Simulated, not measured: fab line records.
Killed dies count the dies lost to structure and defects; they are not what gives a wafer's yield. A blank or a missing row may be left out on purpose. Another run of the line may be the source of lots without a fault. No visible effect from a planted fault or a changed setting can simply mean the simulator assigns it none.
fab line records + flow n5Finfet
record:
- lots: 6
- wafers: 18
- lastDay: 24
route steps=1938 shown BEOL_M6@1200 PASSIVATION@1936
lots that met no fault: from a run of the same line without faults
startH: the number of hours between the record's first day and the start of the first shown wafer of the lot + waitH: hours from the lot's prior step to this one + " identical to the entry in the row above + L1.1+2: a single row standing in for several wafers + - value missing, or start not given + * or withheld: withheld + < > ~ a bound
route shown NAME@n: names a module that has steps shown in the file, with the first one's number in the route + usual: mean and standard deviation over wafers with no fault + same: alike in all rows + chamber/n: place in a boat + sites: per-site readings + _std_site: the standard deviation of these + _edge_site: mean of outer sites minus mean of inner sites + radiusMm: how far each site lies from the wafer's centre + mask NAME#n: copy n + behind: tool/chamber where the wafer was last shaped + hold: what put the lot on hold/how long, in hours/how the hold closed + device: which transistor (n, p or np) failed to switch + end of line: the same wafers' tests at the end of the route + a step with no rows: only its recipe + killed: the dies lost at the first sort to structure and to defects; this is not the yield of the wafer + map: shows each die of a wafer: x if killed, . if not, _ if none is there
set.NAME: the setting as run; set.NAME@STEP: as run at that earlier step + model.NAME: the simulator's own value behind a step, which no gauge read
certain route steps with their lots: each step a table, each wafer a row
services: when a tool's chamber went out of use (startH, in hours from the record's first day, below 0 if earlier), for how many hours, and the reason
== steps ==
step: N5_BEOL_M6_COAT_60
recipe:
- resist: SiARC
- tempC: 220
- timeS: 60
- spinRpm: 1500
- resistThkNm: 35
step: N5_BEOL_M6_COAT_05
recipe:
- resist: CAR-ArF
- spinRpm: 1500
- resistThkNm: 90
step: N5_BEOL_M6_EBR_07
recipe:
- solvent: PGMEA
- ebrWidthMm: 1.5
step: N5_BEOL_M6_SOFTBAKE_06
recipe:
- tempC: 110
- timeS: 60
- resist: CAR-ArF
step: N5_BEOL_M6_EXPOSE_08
recipe:
- maskId: M6
- na: 1.35
- sourceShape: dipole
- sigmaInner: 0.817
- sigmaOuter: 0.97
- polarization: te
- doseMj: 68.25
step: N5_BEOL_M6_PEB_09
recipe:
- pebTempC: withheld
- pebTimeS: 60
- resist: CAR-ArF
step: N5_BEOL_M6_DEVELOP_10
recipe:
- developTimeS: 30
- developer: TMAH
- resist: CAR-ArF
- rinseLiquid: diw
- dry: airSpin
- devTempC: 23
step: N5_BEOL_M6_CD_MEAS_11
recipe:
- targetCdNm: 38.5
- landingEnergyEv: 500
- detector: seInlens
- polarity: opening
usual:
- cdNm: 38.6/0.79
same:
- landingEnergyEv: 500
| lot.wafer | tool     | chamber | startH | waitH | cdNm |
|-----------|----------|---------|--------|-------|------|
| L334.2    | cdSem-01 | 0       | 321.55 | -     | 39.9 |
| L334.3    | "        | 0       | "      | "     | 39.5 |
| L334.5    | "        | 0       | "      | "     | 39.9 |
| L340.1    | cdSem-02 | 0       | 403.15 | -     | 38.8 |
| L340.4    | "        | 0       | "      | "     | 39.1 |
| L340.6    | "        | 0       | "      | "     | 39.1 |
| L341.2    | cdSem-03 | 0       | 413.25 | -     | 38.7 |
| L341.3    | "        | 0       | "      | "     | 37.7 |
| L341.4    | "        | 0       | "      | "     | 39.1 |
| L347.1    | cdSem-01 | 0       | 426.48 | -     | 39.2 |
| L347.2    | "        | 0       | "      | "     | 39.5 |
| L347.6    | "        | 0       | "      | "     | 39.6 |
| L348.1    | cdSem-02 | 0       | 430.35 | -     | 38.7 |
| L348.3    | "        | 0       | "      | "     | 39.7 |
| L348.6    | "        | 0       | "      | "     | 39.0 |
| L353.1    | cdSem-01 | 0       | 476.46 | -     | 37.8 |
| L353.3    | "        | 0       | "      | "     | 37.5 |
| L353.5    | "        | 0       | "      | "     | 37.8 |
step: N5_BEOL_M6_OVL_MEAS_12
recipe:
- pointsPerWafer: 44
usual:
- M6_OVL: -0.4/0.83
| lot.wafer | tool       | chamber | startH | waitH | M6_OVL[nm] |
|-----------|------------|---------|--------|-------|------------|
| L334.2    | overlay-01 | 0       | 321.57 | 0.0   | 0.3        |
| L334.3    | "          | 0       | "      | "     | -0.4       |
| L334.5    | "          | 0       | "      | "     | -0.9       |
| L340.1    | overlay-02 | 0       | 403.18 | 0.0   | 1.0        |
| L340.4    | "          | 0       | "      | "     | -0.9       |
| L340.6    | "          | 0       | "      | "     | -0.3       |
| L341.2    | overlay-01 | 0       | 413.28 | 0.0   | -1.6       |
| L341.3    | "          | 0       | "      | "     | -2.0       |
| L341.4    | "          | 0       | "      | "     | -0.9       |
| L347.1    | overlay-01 | 0       | 426.51 | 0.0   | 0.5        |
| L347.2    | "          | 0       | "      | "     | -0.2       |
| L347.6    | "          | 0       | "      | "     | 0.0        |
| L348.1    | overlay-01 | 0       | 430.38 | 0.0   | -1.5       |
| L348.3    | "          | 0       | "      | "     | -0.7       |
| L348.6    | "          | 0       | "      | "     | 0.2        |
| L353.1    | overlay-01 | 0       | 476.49 | 0.0   | 0.1        |
| L353.3    | "          | 0       | "      | "     | -0.5       |
| L353.5    | "          | 0       | "      | "     | -0.7       |
step: N5_BEOL_M6_INSPECT_13
recipe:
- mode: adi
- inspectInstrument: brightfield
usual:
- rawDefectCount: 437/120
| lot.wafer | tool             | chamber | startH | waitH | rawDefectCount |
|-----------|------------------|---------|--------|-------|----------------|
| L334.2    | defectInspect-02 | -       | 321.60 | 0.0   | 394            |
| L334.3    | "                | -       | "      | "     | 324            |
| L334.5    | "                | -       | "      | "     | 544            |
| L340.1    | defectInspect-02 | -       | 403.21 | 0.0   | 389            |
| L340.4    | "                | -       | "      | "     | 364            |
| L340.6    | "                | -       | "      | "     | 364            |
| L341.2    | defectInspect-01 | -       | 413.31 | 0.0   | 657            |
| L341.3    | "                | -       | "      | "     | 458            |
| L341.4    | "                | -       | "      | "     | 822            |
| L347.1    | defectInspect-02 | -       | 426.53 | 0.0   | 404            |
| L347.2    | "                | -       | "      | "     | 294            |
| L347.6    | "                | -       | "      | "     | 300            |
| L348.1    | defectInspect-01 | -       | 430.40 | 0.0   | 600            |
| L348.3    | "                | -       | "      | "     | 480            |
| L348.6    | "                | -       | "      | "     | 328            |
| L353.1    | defectInspect-02 | -       | 476.51 | 0.0   | 641            |
| L353.3    | "                | -       | "      | "     | 783            |
| L353.5    | "                | -       | "      | "     | 820            |
step: N5_BEOL_M6_DESCUM_16
recipe:
- chemistry: O2
- timeS: 7.9
- sourcePowerW: 50
- biasPowerW: 20
- pressureMtorr: 20
- rfFrequencyHz: 2.712e+07
- tempC: 40
- resist: CAR-ArF
- o2FlowSccm: 225
usual:
- drypumpMotorCurrentA: 5.8/0.39
- oesProductAu: 0.81/0.092
- rfVppV: 243.6/1.6
- showerheadPlenumPTorr: 2.13/0.085
- throttleValvePct: 20.44/0.24
same:
- timeS: 7.9
| lot.wafer | tool       | chamber | startH | waitH | drypumpMotorCurrentA | oesProductAu | rfHoursCounterH | rfVppV | showerheadPlenumPTorr | throttleValvePct |
|-----------|------------|---------|--------|-------|----------------------|--------------|-----------------|--------|-----------------------|------------------|
| L334.2    | rieDiel-02 | 1       | 321.63 | 0.0   | 6.2                  | 0.77         | 110             | 244.7  | 2.20                  | 20.24            |
| L334.3    | "          | 2       | "      | "     | 5.7                  | 0.86         | 53              | 244.2  | 2.14                  | 20.66            |
| L334.5    | "          | 1       | "      | "     | 6.2                  | 0.76         | -               | 243.7  | 2.20                  | 20.25            |
| L340.1    | rieDiel-06 | 0       | 403.83 | 0.6   | 5.0                  | 0.84         | 83              | 242.0  | 2.13                  | 20.37            |
| L340.4    | "          | 3       | "      | "     | 5.9                  | 0.69         | 227             | 240.4  | 1.90                  | 20.64            |
| L340.6    | "          | 1       | "      | "     | 6.1                  | 0.85         | -               | 241.8  | 2.03                  | 20.53            |
| L341.2    | rieDiel-06 | 0       | 413.34 | 0.0   | 5.1                  | 0.83         | 84              | 243.6  | 2.13                  | 20.39            |
| L341.3    | "          | 3       | "      | "     | 5.9                  | 0.69         | 228             | 239.9  | 1.90                  | 20.64            |
| L341.4    | "          | 2       | "      | "     | 5.1                  | 0.95         | 4               | 241.5  | 2.06                  | 20.48            |
| L347.1    | rieDiel-03 | 3       | 426.56 | 0.0   | 6.0                  | 0.88         | 52              | 246.0  | 2.22                  | 20.25            |
| L347.2    | "          | 0       | "      | "     | 6.1                  | 0.67         | 234             | 243.2  | 2.06                  | 20.80            |
| L347.6    | "          | 0       | "      | "     | 6.1                  | 0.68         | -               | 242.2  | 2.06                  | 20.78            |
| L348.1    | rieDiel-03 | 2       | 431.09 | 0.7   | 5.9                  | 0.91         | 23              | 244.3  | 2.22                  | 20.02            |
| L348.3    | "          | 3       | "      | "     | 6.0                  | 0.87         | 54              | 244.5  | 2.22                  | 20.25            |
| L348.6    | "          | 2       | "      | "     | 5.9                  | 0.91         | -               | 244.2  | 2.22                  | 20.02            |
| L353.1    | rieDiel-02 | 3       | 476.54 | 0.0   | 5.2                  | 0.77         | 117             | 243.4  | 2.12                  | 20.61            |
| L353.3    | "          | 2       | "      | "     | 5.7                  | 0.79         | 103             | 242.9  | 2.12                  | 20.74            |
| L353.5    | "          | 2       | "      | "     | 5.7                  | 0.79         | -               | 243.0  | 2.12                  | 20.72            |
step: N5_BEOL_M6_ETCH_61
recipe:
- chemistry: CF4
- target: SiARC
- targetDepthA: 455
- maskMaterial: CAR-ArF
- timeS: 75.8
- ionEnergyEv: 80
- pressureMtorr: 40
- sourceW: 545
- biasW: 36
- Ar_flow_sccm: 100
- cf4FlowSccm: 100
- ends: cleared
usual:
- drypumpMotorCurrentA: 5.8/0.39
- etchRfOnTimeS: 75.9/2.6
- oesProductAu: 0.69/0.081
- rfVppV: 184.6/1.2
- showerheadPlenumPTorr: 2.17/0.082
- throttleValvePct: 15.58/0.24
| lot.wafer | tool       | chamber | startH | waitH | drypumpMotorCurrentA | etchRfOnTimeS | oesProductAu | rfHoursCounterH | rfVppV | showerheadPlenumPTorr | throttleValvePct |
|-----------|------------|---------|--------|-------|----------------------|---------------|--------------|-----------------|--------|-----------------------|------------------|
| L334.2    | rieDiel-02 | 1       | 321.67 | 0.0   | 6.1                  | 80.8          | 0.64         | 110             | 184.7  | 2.23                  | 15.34            |
| L334.3    | "          | 2       | "      | "     | 5.7                  | 75.0          | 0.73         | 53              | 184.5  | 2.17                  | 15.61            |
| L334.5    | "          | 1       | "      | "     | 6.1                  | 81.1          | 0.64         | -               | 185.0  | 2.23                  | 15.31            |
| L340.1    | rieDiel-06 | 0       | 403.86 | 0.0   | 5.0                  | 73.7          | 0.72         | 83              | 185.1  | 2.17                  | 15.45            |
| L340.4    | "          | 3       | "      | "     | 5.9                  | 77.3          | 0.60         | 227             | 180.3  | 1.97                  | 15.92            |
| L340.6    | "          | 1       | "      | "     | 6.1                  | 76.0          | 0.72         | -               | 185.4  | 2.08                  | 15.65            |
| L341.2    | rieDiel-06 | 0       | 413.37 | 0.0   | 5.0                  | 75.1          | 0.71         | 84              | 184.7  | 2.17                  | 15.43            |
| L341.3    | "          | 3       | "      | "     | 6.0                  | 78.0          | 0.59         | 228             | 181.6  | 1.97                  | 15.93            |
| L341.4    | "          | 2       | "      | "     | 5.1                  | 77.4          | 0.79         | 4               | 183.2  | 2.11                  | 15.61            |
| L347.1    | rieDiel-03 | 3       | 426.60 | 0.0   | 6.0                  | 71.3          | 0.76         | 52              | 187.0  | 2.27                  | 15.48            |
| L347.2    | "          | 0       | "      | "     | 6.1                  | 78.2          | 0.57         | 234             | 182.8  | 2.11                  | 15.97            |
| L347.6    | "          | 0       | "      | "     | 6.1                  | 77.9          | 0.58         | -               | 183.8  | 2.11                  | 15.97            |
| L348.1    | rieDiel-03 | 2       | 431.12 | 0.0   | 5.9                  | 76.4          | 0.77         | 23              | 185.6  | 2.27                  | 15.19            |
| L348.3    | "          | 3       | "      | "     | 6.0                  | 73.3          | 0.76         | 54              | 185.7  | 2.27                  | 15.47            |
| L348.6    | "          | 2       | "      | "     | 5.9                  | 76.7          | 0.77         | -               | 187.5  | 2.27                  | 15.19            |
| L353.1    | rieDiel-02 | 3       | 476.58 | 0.0   | 5.2                  | 75.7          | 0.66         | 117             | 182.8  | 2.16                  | 15.64            |
| L353.3    | "          | 2       | "      | "     | 5.7                  | 75.2          | 0.69         | 104             | 185.0  | 2.16                  | 15.74            |
| L353.5    | "          | 2       | "      | "     | 5.7                  | 75.3          | 0.68         | -               | 184.2  | 2.16                  | 15.73            |
step: N5_BEOL_M6_ETCH_62
recipe:
- chemistry: N2/H2
- target: SOC
- targetDepthA: 1100
- overetchA: 220
- maskMaterial: SiARC
- tempC: 40
- timeS: 165
- ionEnergyEv: 200
- pressureMtorr: 30
- sourceW: 840
- biasW: 150
- n2FlowSccm: 200
- h2FlowSccm: 200
usual:
- drypumpMotorCurrentA: 5.8/0.4
- h2FlowSccm: 200.1/0.68
- oesProductAu: 0.68/0.072
- rfVppV: 524.8/2.9
- showerheadPlenumPTorr: 2.58/0.1
- throttleValvePct: 17.77/0.2
| lot.wafer | tool       | chamber | startH | waitH | drypumpMotorCurrentA | h2FlowSccm | oesProductAu | rfHoursCounterH | rfVppV | showerheadPlenumPTorr | throttleValvePct | model.SiARC_of_BEOL_M6_COAT_60.thkNm |
|-----------|------------|---------|--------|-------|----------------------|------------|--------------|-----------------|--------|-----------------------|------------------|--------------------------------------|
| L334.2    | rieDiel-02 | 1       | 321.72 | 0.0   | 6.2                  | 202.2      | 0.66         | 110             | 527.1  | 2.68                  | 17.63            | 28.6                                 |
| L334.3    | "          | 2       | "      | "     | 5.7                  | 199.8      | 0.73         | 53              | 524.6  | 2.58                  | 17.87            | 28.2                                 |
| L334.5    | "          | 1       | "      | "     | 6.2                  | 200.4      | 0.66         | -               | 526.2  | 2.68                  | 17.63            | 28.6                                 |
| L340.1    | rieDiel-06 | 0       | 403.92 | 0.0   | 5.0                  | 199.9      | 0.64         | 83              | 524.2  | 2.57                  | 17.76            | 27                                   |
| L340.4    | "          | 3       | "      | "     | 6.0                  | 200.6      | 0.61         | 227             | 517.0  | 2.31                  | 18.06            | 28.6                                 |
| L340.6    | "          | 1       | "      | "     | 6.1                  | 200.4      | 0.72         | -               | 522.4  | 2.47                  | 17.96            | 28.2                                 |
| L341.2    | rieDiel-06 | 0       | 413.43 | 0.0   | 5.0                  | 199.6      | 0.64         | 84              | 524.1  | 2.57                  | 17.77            | 27                                   |
| L341.3    | "          | 3       | "      | "     | 6.0                  | 199.0      | 0.60         | 228             | 517.8  | 2.31                  | 18.05            | 28.4                                 |
| L341.4    | "          | 2       | "      | "     | 5.1                  | 198.6      | 0.80         | 4               | 522.8  | 2.49                  | 17.74            | 28.2                                 |
| L347.1    | rieDiel-03 | 3       | 426.66 | 0.0   | 6.0                  | 201.4      | 0.74         | 52              | 528.5  | 2.69                  | 17.63            | 28                                   |
| L347.2    | "          | 0       | "      | "     | 6.1                  | 200.8      | 0.57         | 234             | 524.2  | 2.48                  | 18.04            | 28.4                                 |
| L347.6    | "          | 0       | "      | "     | 6.1                  | 200.9      | 0.58         | -               | 522.6  | 2.48                  | 18.04            | 28.4                                 |
| L348.1    | rieDiel-03 | 2       | 431.18 | 0.0   | 5.9                  | 199.9      | 0.77         | 23              | 527.9  | 2.70                  | 17.44            | 28.4                                 |
| L348.3    | "          | 3       | "      | "     | 6.0                  | 199.0      | 0.72         | 54              | 527.6  | 2.69                  | 17.64            | 28.2                                 |
| L348.6    | "          | 2       | "      | "     | 5.9                  | 199.5      | 0.77         | -               | 526.6  | 2.70                  | 17.45            | 28.6                                 |
| L353.1    | rieDiel-02 | 3       | 476.64 | 0.0   | 5.2                  | 200.6      | 0.66         | 117             | 523.4  | 2.55                  | 17.86            | 28                                   |
| L353.3    | "          | 2       | "      | "     | 5.7                  | 200.6      | 0.67         | 104             | 524.6  | 2.56                  | 17.96            | 28.2                                 |
| L353.5    | "          | 2       | "      | "     | 5.7                  | 201.0      | 0.68         | -               | 523.6  | 2.56                  | 17.94            | 28.2                                 |
step: N5_BEOL_M6_STRIP_68
recipe:
- chemistry: N2/H2
- tempC: 40
- n2FlowSccm: 200
- h2FlowSccm: 200
- rfFrequencyHz: 6e+07
step: N5_BEOL_M6_STRIP_67
recipe:
- chemistry: CF4
- resist: SiARC
- powerW: 300
- biasPowerW: 75
- pressureMtorr: 50
- cf4FlowSccm: 150
- rfFrequencyHz: 6e+07
usual:
- drypumpMotorCurrentA: 5.8/0.39
- oesProductAu: 0.81/0.085
- rfVppV: 271.7/1.7
- showerheadPlenumPTorr: 1.82/0.068
- throttleValvePct: 13.56/0.25
| lot.wafer | tool       | chamber | startH | waitH | drypumpMotorCurrentA | oesProductAu | rfHoursCounterH | rfVppV | showerheadPlenumPTorr | throttleValvePct |
|-----------|------------|---------|--------|-------|----------------------|--------------|-----------------|--------|-----------------------|------------------|
| L334.2    | rieDiel-02 | 1       | 321.87 | 0.0   | 6.1                  | 0.79         | 110             | 272.7  | 1.87                  | 13.33            |
| L334.3    | "          | 2       | "      | "     | 5.7                  | 0.85         | 53              | 272.6  | 1.82                  | 13.57            |
| L334.5    | "          | 1       | "      | "     | 6.2                  | 0.78         | -               | 273.9  | 1.87                  | 13.33            |
| L340.1    | rieDiel-06 | 0       | 404.07 | 0.0   | 5.0                  | 0.83         | 83              | 272.8  | 1.81                  | 13.39            |
| L340.4    | "          | 3       | "      | "     | 5.9                  | 0.71         | 227             | 267.3  | 1.65                  | 13.90            |
| L340.6    | "          | 1       | "      | "     | 6.2                  | 0.85         | -               | 269.5  | 1.74                  | 13.59            |
| L341.2    | rieDiel-06 | 0       | 413.58 | 0.0   | 5.1                  | 0.83         | 84              | 272.5  | 1.81                  | 13.40            |
| L341.3    | "          | 3       | "      | "     | 5.9                  | 0.71         | 228             | 268.1  | 1.65                  | 13.91            |
| L341.4    | "          | 2       | "      | "     | 5.1                  | 0.95         | 4               | 271.9  | 1.78                  | 13.59            |
| L347.1    | rieDiel-03 | 3       | 426.80 | 0.0   | 6.0                  | 0.86         | 52              | 272.9  | 1.91                  | 13.43            |
| L347.2    | "          | 0       | "      | "     | 6.1                  | 0.68         | 234             | 271.3  | 1.77                  | 14.00            |
| L347.6    | "          | 0       | "      | "     | 6.1                  | 0.69         | -               | 272.0  | 1.77                  | 13.98            |
| L348.1    | rieDiel-03 | 2       | 431.32 | 0.0   | 5.9                  | 0.90         | 23              | 272.8  | 1.90                  | 13.13            |
| L348.3    | "          | 3       | "      | "     | 6.0                  | 0.87         | 54              | 273.3  | 1.91                  | 13.43            |
| L348.6    | "          | 2       | "      | "     | 5.9                  | 0.90         | -               | 273.0  | 1.90                  | 13.12            |
| L353.1    | rieDiel-02 | 3       | 476.78 | 0.0   | 5.2                  | 0.78         | 117             | 271.7  | 1.80                  | 13.61            |
| L353.3    | "          | 2       | "      | "     | 5.7                  | 0.80         | 104             | 268.7  | 1.81                  | 13.69            |
| L353.5    | "          | 2       | "      | "     | 5.7                  | 0.79         | -               | 271.3  | 1.81                  | 13.68            |
step: N5_BEOL_M6_HM_OPEN_17
recipe:
- chemistry: Cl2/BCl3
- targetDepthA: 200
- overetchA: 60
- target: TiN
- maskMaterial: SOC
- ionEnergyEv: 150
- pressureMtorr: 10
- icpW: 1000
- biasW: 126
- Cl2_flow_sccm: 53.25
- bcl3FlowSccm: 21.75
- Ar_flow_sccm: 25
usual:
- drypumpMotorCurrentA: 5.6/0.44
- mfcCl2Sccm: 53.25/0.16
- oesProductAu: 0.69/0.063
- throttleValvePct: 22.01/0.27
| lot.wafer | tool        | chamber | startH | waitH | drypumpMotorCurrentA | mfcCl2Sccm | oesProductAu | rfHoursCounterH | throttleValvePct | model.etch.depthNm |
|-----------|-------------|---------|--------|-------|----------------------|------------|--------------|-----------------|------------------|--------------------|
| L334.2    | rieMetal-01 | 1       | 321.94 | 0.1   | 4.9                  | 52.99      | 0.64         | -               | 21.96            | 19.6               |
| L334.3    | "           | 1       | "      | "     | 4.9                  | 53.19      | 0.64         | -               | 21.98            | 19.58              |
| L334.5    | "           | 1       | "      | "     | 4.9                  | 53.38      | 0.64         | -               | 21.97            | 19.52              |
| L340.1    | rieMetal-01 | 1       | 404.11 | 0.0   | 4.9                  | 52.96      | 0.58         | 55              | 22.07            | 17.11              |
| L340.4    | "           | 1       | "      | "     | 4.9                  | 53.11      | 0.63         | -               | 22.00            | 19.58              |
| L340.6    | "           | 1       | "      | "     | 4.9                  | 53.25      | 0.63         | -               | 21.96            | 20.1               |
| L341.2    | rieMetal-02 | 0       | 413.62 | 0.0   | 5.8                  | 53.20      | 0.69         | 6               | 21.83            | 16.97              |
| L341.3    | "           | 1       | "      | "     | 6.0                  | 53.43      | 0.69         | -               | 22.10            | 20.02              |
| L341.4    | "           | 0       | "      | "     | 5.8                  | 53.16      | 0.76         | -               | 21.72            | 20.18              |
| L347.1    | rieMetal-01 | 1       | 426.87 | 0.1   | 4.9                  | 53.43      | 0.62         | 56              | 22.00            | 19.29              |
| L347.2    | "           | 0       | "      | "     | 5.8                  | 53.17      | 0.70         | 19              | 21.95            | 19.51              |
| L347.6    | "           | 0       | "      | "     | 5.8                  | 53.30      | 0.70         | -               | 21.96            | 19.51              |
| L348.1    | rieMetal-03 | 0       | 431.37 | 0.0   | 6.1                  | 53.07      | 0.74         | 13              | 21.76            | 19.99              |
| L348.3    | "           | 0       | "      | "     | 6.1                  | 53.33      | 0.73         | -               | 21.78            | 19.58              |
| L348.6    | "           | 0       | "      | "     | 6.1                  | 53.05      | 0.73         | -               | 21.78            | 19.59              |
| L353.1    | rieMetal-03 | 0       | 476.82 | 0.0   | 6.1                  | 53.33      | 0.71         | 17              | 21.81            | 19.59              |
| L353.3    | "           | 0       | "      | "     | 6.1                  | 53.29      | 0.72         | -               | 21.80            | 19.54              |
| L353.5    | "           | 0       | "      | "     | 6.1                  | 53.16      | 0.72         | -               | 21.78            | 19.82              |
step: N5_BEOL_M6_STRIP_19
recipe:
- chemistry: O2
- powerW: 400
- tempC: 40
- pressureMtorr: 30
- rfFrequencyHz: 6e+07
- biasPowerW: 0
- overashFraction: 0.2
- o2FlowSccm: 225
usual:
- drypumpMotorCurrentA: 5.8/0.45
- oesProductAu: 0.80/0.084
- rfVppV: 3.7/0.56
- showerheadPlenumPTorr: 2.12/0.091
- throttleValvePct: 16.71/0.21
| lot.wafer | tool       | chamber | startH | waitH | drypumpMotorCurrentA | oesProductAu | rfHoursCounterH | rfVppV | showerheadPlenumPTorr | throttleValvePct |
|-----------|------------|---------|--------|-------|----------------------|--------------|-----------------|--------|-----------------------|------------------|
| L334.2    | rieDiel-03 | 2       | 322.11 | 0.1   | 5.9                  | 0.70         | 241             | 3.6    | 1.98                  | 16.65            |
| L334.3    | "          | 0       | "      | "     | 6.1                  | 0.70         | 198             | 3.1    | 2.08                  | 16.98            |
| L334.5    | "          | 3       | "      | "     | 6.0                  | 0.96         | -               | 3.8    | 2.24                  | 16.41            |
| L340.1    | rieDiel-03 | 0       | 404.22 | 0.1   | 6.1                  | 0.69         | 226             | 4.4    | 2.07                  | 17.03            |
| L340.4    | "          | 1       | "      | "     | 5.5                  | 0.71         | 244             | 3.5    | 2.16                  | 16.65            |
| L340.6    | "          | 2       | "      | "     | 5.9                  | 0.94         | -               | 4.0    | 2.23                  | 16.24            |
| L341.2    | rieDiel-06 | 0       | 413.73 | 0.1   | 5.0                  | 0.82         | 84              | 3.3    | 2.14                  | 16.58            |
| L341.3    | "          | 3       | "      | "     | 6.0                  | 0.69         | 228             | 4.1    | 1.90                  | 16.89            |
| L341.4    | "          | 1       | "      | "     | 6.1                  | 0.84         | 67              | 3.4    | 2.03                  | 16.73            |
| L347.1    | rieDiel-02 | 0       | 426.98 | 0.1   | 6.5                  | 0.77         | 114             | 4.2    | 2.12                  | 16.90            |
| L347.2    | "          | 2       | "      | "     | 5.7                  | 0.82         | 87              | 3.5    | 2.13                  | 16.87            |
| L347.6    | "          | 2       | "      | "     | 5.7                  | 0.82         | -               | 3.2    | 2.13                  | 16.87            |
| L348.1    | rieDiel-02 | 2       | 431.57 | 0.2   | 5.7                  | 0.81         | 89              | 4.2    | 2.13                  | 16.87            |
| L348.3    | "          | 0       | "      | "     | 6.5                  | 0.75         | 115             | 4.2    | 2.12                  | 16.89            |
| L348.6    | "          | 0       | "      | "     | 6.5                  | 0.76         | -               | 3.8    | 2.12                  | 16.89            |
| L353.1    | rieDiel-02 | 3       | 476.93 | 0.1   | 5.2                  | 0.78         | 117             | 3.4    | 2.13                  | 16.79            |
| L353.3    | "          | 2       | "      | "     | 5.7                  | 0.81         | 104             | 2.1    | 2.13                  | 16.88            |
| L353.5    | "          | 3       | "      | "     | 5.2                  | 0.78         | -               | 4.0    | 2.13                  | 16.78            |
step: N5_PASSIVATION_PROBE_49
usual:
- defectLimitedYield: 90.7/1.5
- killed_at_M0_to_M3: 38/11
- killed_at_M4_up: 15/5.5
- killedAtContacts: 12/6
- killedAtFrontEnd: 41/11
- killedAtOther: 3.5/2.7
- killedDies: 110/18
- killedOpen: 72/13
- killedShort: 35/8.7
- sort_bin_5_function: 5.5/1.1
- sort_bin_6_memory: 3.4/0.63
- sort_bin_8_speed: 0.01/0.037
- sortNPass: 1070/18
- sortYieldPct: 90.7/1.5
same:
- grossDies: 1180
- killedAtBackSide: 0
- sort_bin_4_leakage[%]: 0
| lot.wafer | tool      | chamber | startH | waitH | defectLimitedYield[%] | killed_at_M0_to_M3 | killed_at_M4_up | killedAtContacts | killedAtFrontEnd | killedAtOther | killedDies | killedOpen | killedShort | sort_bin_5_function[%] | sort_bin_6_memory[%] | sort_bin_8_speed[%] | sortNPass | sortYieldPct[%] |
|-----------|-----------|---------|--------|-------|-----------------------|--------------------|-----------------|------------------|------------------|---------------|------------|------------|-------------|------------------------|----------------------|---------------------|-----------|-----------------|
| L341.2    | prober-02 | -       | 510.95 | 0.1   | 91.1                  | 31                 | 17              | 8                | 49               | 0             | 105        | 70         | 32          | 4.4                    | 4.0                  | 0                   | 1075      | 91.1            |
| L341.3    | prober-02 | -       | 511.00 | 0.1   | 91.6                  | 46                 | 17              | 12               | 24               | 0             | 99         | 56         | 40          | 4.3                    | 3.7                  | 0.08                | 1080      | 91.5            |
| L341.4    | prober-02 | -       | 511.05 | 0.2   | 88.2                  | 44                 | 17              | 26               | 49               | 3             | 139        | 100        | 38          | 7.3                    | 4.2                  | 0.08                | 1041      | 88.2            |
killed by level:class
L341.2 STI_FIN_REVEAL:geometricParticle:open=12 BEOL_M2:geometricParticle:open=9 FIN_SAQP:geometricParticle:short=7 MOL_CONTACT_COAG:geometricParticle:open=7 BEOL_M0:geometricParticle:open=7 DUMMY_GATE:geometricParticle:open=6 FIN_SAQP:geometricParticle:open=5 BEOL_M2:geometricParticle:short=5
L341.3 BEOL_M0_SAQP:geometricParticle:short=12 MOL_CONTACT_COAG:geometricParticle:open=10 BEOL_M1:geometricParticle:open=9 BEOL_M0_SAQP:geometricParticle:open=8 BEOL_M0:geometricParticle:open=5 BEOL_M5:geometricParticle:open=5 FIN_SAQP:geometricParticle:short=4 BEOL_M2:geometricParticle:short=4
L341.4 STI_FIN_REVEAL:geometricParticle:open=24 MOL_CONTACT_COAG:geometricParticle:open=19 BEOL_M0_SAQP:geometricParticle:open=13 BEOL_M2:geometricParticle:open=8 MOL_CONTACT_COAG:geometricParticle:short=7 BEOL_M0:geometricParticle:open=7 BEOL_M1:geometricParticle:open=6 GATE_CUT:geometricParticle:short=5
== services ==
| tool        | chamber | startH | hours | kind                         |
|-------------|---------|--------|-------|------------------------------|
| rieMetal-02 | 0       | 306.59 | 4.5   | repair                       |
| rieMetal-01 | 0       | 310.53 | 26.1  | repair                       |
| rieDiel-03  | -       | 317.07 | 1.1   | repair                       |
| rieDiel-02  | -       | 322.47 | 0.1   | repair                       |
| rieMetal-02 | -       | 341.69 | 0.2   | repair                       |
| rieDiel-06  | 1       | 343.30 | 4.5   | repair                       |
| rieDiel-03  | 2       | 345.47 | -     | clean                        |
| rieDiel-03  | 2       | 345.47 | -     | consumableReplace:focusRing  |
| rieDiel-03  | 2       | 345.47 | -     | consumableReplace:showerhead |
| rieDiel-03  | 2       | 345.47 | 21.8  | scheduledDown                |
| rieDiel-03  | 2       | 345.47 | 21.8  | ventCycle                    |
| rieDiel-06  | 1       | 355.00 | 6.7   | repair                       |
| rieDiel-02  | -       | 374.32 | 0.4   | repair                       |
| rieMetal-01 | 0       | 405.52 | 9.5   | repair                       |
| rieMetal-01 | -       | 405.81 | 15.6  | pm                           |
| rieDiel-03  | 1       | 421.12 | -     | clean                        |
| rieDiel-03  | 1       | 421.12 | -     | consumableReplace:focusRing  |
| rieDiel-03  | 1       | 421.12 | 22.3  | scheduledDown                |
| rieDiel-03  | 1       | 421.12 | 22.3  | ventCycle                    |
| rieMetal-03 | -       | 435.58 | 0.9   | repair                       |
| rieDiel-03  | 3       | 468.17 | 1.3   | repair                       |
| rieDiel-03  | 0       | 471.15 | -     | clean                        |
| rieDiel-03  | 0       | 471.15 | -     | consumableReplace:focusRing  |
| rieDiel-02  | 1       | 474.38 | 3.1   | repair                       |
== key ==
firstSign none at tools or gauges
modelEffect:
- step: N5_BEOL_M6_ETCH_62
- value: SiARC_of_BEOL_M6_COAT_60.thkNm
- without: 28.2
- struck: 27
modelEffect:
- step: N5_BEOL_M6_HM_OPEN_17
- value: etch.depthNm
- without: 19.97
- struck: 17.04
metAt N5_BEOL_M6_ETCH_62
struckWafers L340.1,L341.2
fault:
- kind: processParameterDrift
- tool: rieDiel-06
- chamber: 0
- onsetH: 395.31
- steps: N5_BEOL_M6_ETCH_62
- channel: timeS
- offset: *
- shape: step
- endH: 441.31
- actsIn: *
- stated: *
